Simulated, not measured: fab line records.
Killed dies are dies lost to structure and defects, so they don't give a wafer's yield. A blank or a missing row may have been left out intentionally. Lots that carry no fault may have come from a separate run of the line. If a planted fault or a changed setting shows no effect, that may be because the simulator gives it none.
8D (eight disciplines) problem report, filled in by code / flow n5_finfet / the parts of the form that need people (team, actions taken, sign-off) are left out

== 1. PROBLEM STATEMENT ==
Wafers without a fault read 1500.0 rpm, standard deviation 1; spin_speed_rpm at N5_MOL_CONTACT_COAG_COAT_77 reads a mean of 1388.6 rpm on 6 wafers belonging to 2 lots. That is -99 or more standard deviations from the usual mean.
The step: time 60 s, resist thk 10 nm.
The first sign was on wafer L945.2 at day 7 05:47, on litho_track-02. The record has a number at this step for 12 wafers belonging to 4 lots. Rule for "out" (also "out of limits"): further than 4 standard deviations from the usual mean. All remaining wafers that have a number are taken as sound.

== 2. WHAT IT IS AND WHAT IT IS NOT ==
question=which readings at this step | is=spin_speed_rpm | is not=-
question=which lots | is=L945, L946 | is not=L937, L954
question=which wafers of those lots | is=all that have a number | is not=-
question=read on which tools | is=litho_track-02 | is not=litho_track-03
question=when | is=from day 7 05:47 | is not=up to then (3 sound wafers); but 3 sound wafers of L954 came after

== 3. THE SUSPECTS, EACH WITH WHAT RULES IT OUT ==
Counting: any tool at a process step up to the reading is kept as a suspect provided that every lot that is out went through it and no sound lot did after the first of them.
- litho_track-02 at N5_MOL_CONTACT_COAG_COAT_77 (time 60 s, resist thk 10 nm): kept. Every lot that is out went through it, starting with L945 (day 7 05:47), and after that it ran no sound lot; the last sound lot it ran before then is L937 (day 5 18:15). Its own spin_speed_rpm readings are out on those wafers.
After counting, what remains is litho_track-02 at N5_MOL_CONTACT_COAG_COAT_77.

== 4. THE CAUSE (what the simulator had put in) ==
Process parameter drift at N5_MOL_CONTACT_COAG_COAT_77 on litho_track-02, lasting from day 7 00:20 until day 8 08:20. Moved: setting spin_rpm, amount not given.
The count eliminated every tool but this one.

== 5. THE EFFECT CHAIN, in route order ==
One row per reading whose mean, taken over the struck wafers that have a number, lies over 3 standard deviations from the usual. Only readings whose record carries a usual standard deviation are examined. hours: median over the lots of the time between each lot's start at the first step of this table that gives one and its start at this step. sigmas: the change, counted in usual standard deviations.
hours=0; step=N5_MOL_CONTACT_COAG_COAT_77; reading=spin_speed_rpm; usual=1500.0 rpm; on struck wafers=1388.6; change=-111.4; sigmas=-99 or more
It contains these process steps:
- N5_MOL_CONTACT_COAG_COAT_77: time 60 s, resist thk 10 nm.
Later steps that measure or inspect, where all struck wafers having a row at the step show a number for every such reading and not one has moved that far: N5_BEOL_M4_RC_MEAS_101.

== 6. HOW IT WOULD HAVE BEEN CAUGHT EARLIER ==
In this record no reading fell out of limits until day 7 05:47, 5 hours after the fault had begun at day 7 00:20.
